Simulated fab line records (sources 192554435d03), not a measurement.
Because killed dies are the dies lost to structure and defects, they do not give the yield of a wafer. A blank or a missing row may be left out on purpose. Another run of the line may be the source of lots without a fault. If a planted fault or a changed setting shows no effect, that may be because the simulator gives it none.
A struck lot beside a sound one | flow n5 finfet | 15 steps out of a route of 1938
Sound: wafers L163.1, L163.2, L163.6. Struck: wafer L168.2 (left out: L168.3, L168.5 of the same lot, which were not struck); the cause appears at the end.
Order at every step that has rows: each side's tool, ch and its chambers, its first start. Under that, the readings that differ: sound wafers | struck wafers | difference of the means | sigmas: that difference in standard deviations of wafers without a fault.
alike: readings whose means differ by less than 2 such deviations, and words and numbers that are the same on both sides. not compared: withheld readings, readings that some wafer has no value for, bounds like >300 that may hide the same value, and numbers for which the record gives no deviation and whose values overlap.
Wherever a step has rows on one side only, a row that says differs or no value, or a row with sigmas, the two part there. Numbers that don't overlap but have no deviation are shown without sigmas and don't part them. A reading that every wafer of one side lacks parts them only if that side has two wafers or more.

first, 3 steps without rows for these wafers: N5_BEOL_M7_EXPOSE_25 (exposes mask V6, target cd 40 nm); N5_BEOL_M7_PEB_26 (peb time 60 s); N5_BEOL_M7_DEVELOP_27 (develop time 30 s).
N5_BEOL_M7_CD_MEAS_28: the cd target is 40 nm.
  sound on cd sem-01 ch 0, day 11 18:18; struck on cd sem-01 ch 0, day 12 17:20
  alike: cd nm
N5_BEOL_M7_OVL_MEAS_29:
  sound on overlay-02 ch 0, day 11 18:20; struck on overlay-02 ch 0, day 12 17:23
  alike: V6_OVL
N5_BEOL_M7_INSPECT_30: inspects for defects (brightfield).
  sound: defect inspect-02 at day 11 18:23; struck: defect inspect-01 at day 12 17:26
  alike: raw defect count
N5_BEOL_M7_DESCUM_33: chemistry O2, time 7 s.
  sound on rie diel-05 ch 0,1,2, day 11 19:02; struck on rie diel-04 ch 2, day 12 17:28
  reading                | sound             | struck | difference | sigmas
  throttle valve pct (%) | 20.76 20.74 20.69 | 20.20  | -0.53      | -2
  alike: drypump motor current A, oes product au, rf vpp V, showerhead plenum p Torr
  not compared: rf hours counter h
N5_BEOL_M7_ETCH_72: etches underlayer in N2/H2, target depth 6.5 nm, time 5.2 s.
  sound on rie diel-05 ch 0,1,2, day 11 19:04; struck on rie diel-04 ch 2, day 12 17:30
  reading                | sound             | struck | difference | sigmas
  throttle valve pct (%) | 18.17 18.16 17.72 | 17.61  | -0.41      | -2
  alike: drypump motor current A, etch rf on time s, oes product au, rf vpp V, showerhead plenum p Torr
  not compared: rf hours counter h
N5_BEOL_M7_ETCH_65: etches SiARC in CF4, target depth 15.6 nm, time 26 s.
  sound on rie diel-05 ch 0,1,2, day 11 19:05; struck on rie diel-04 ch 2, day 12 17:31
  alike: drypump motor current A, etch rf on time s, oes product au, rf vpp V, showerhead plenum p Torr, throttle valve pct
  not compared: rf hours counter h
N5_BEOL_M7_ETCH_66: etches SOC in N2/H2, target depth 80 nm, overetch 16 nm, time 120 s.
  sound on rie diel-05 ch 0,1,2, day 11 19:07; struck on rie diel-04 ch 2, day 12 17:32
  reading                | sound             | struck | difference | sigmas
  throttle valve pct (%) | 18.12 18.11 17.69 | 17.57  | -0.40      | -2
  alike: drypump motor current A, oes product au, rf vpp V, showerhead plenum p Torr
  not compared: rf hours counter h
then, 2 steps without rows for these wafers: N5_BEOL_M7_STRIP_69 (strips in N2/H2); N5_BEOL_M7_STRIP_73 (strips in N2/H2).
N5_BEOL_M7_VIA_ETCH_34: etches SiCOH lowk in C4F6/O2, target depth 125.5 nm, time 50.5 s.
  sound on rie diel-05 ch 0,1,2, day 11 19:13; struck on rie diel-04 ch 2, day 12 17:38
  reading                                  | sound           | struck | difference | sigmas
  oes product au (a.u.)                    | 0.85 0.69 0.76  | 0.94   | +0.17      | +2
  model.etch.depth nm (nm)                 | 126.9 124.3 127 | 176.4  | +50.3      |
  model.SOC_of_BEOL_M7_COAT_63.thk nm (nm) | 54 54.2 54      | 51.2   | -2.9       |
  alike: drypump motor current A, oes_ar_750_au, rf vpp V, showerhead plenum p Torr, throttle valve pct
  not compared: rf hours counter h
then, 2 steps without rows for these wafers: N5_BEOL_M7_STRIP_76 (strips in C4F6/O2); N5_PASSIVATION_PROBE_49.

WHERE THEY PART
Earliest at N5_BEOL_M7_DESCUM_33; latest, in this record, at N5_BEOL_M7_VIA_ETCH_34.

WHY: whatever the simulator had introduced
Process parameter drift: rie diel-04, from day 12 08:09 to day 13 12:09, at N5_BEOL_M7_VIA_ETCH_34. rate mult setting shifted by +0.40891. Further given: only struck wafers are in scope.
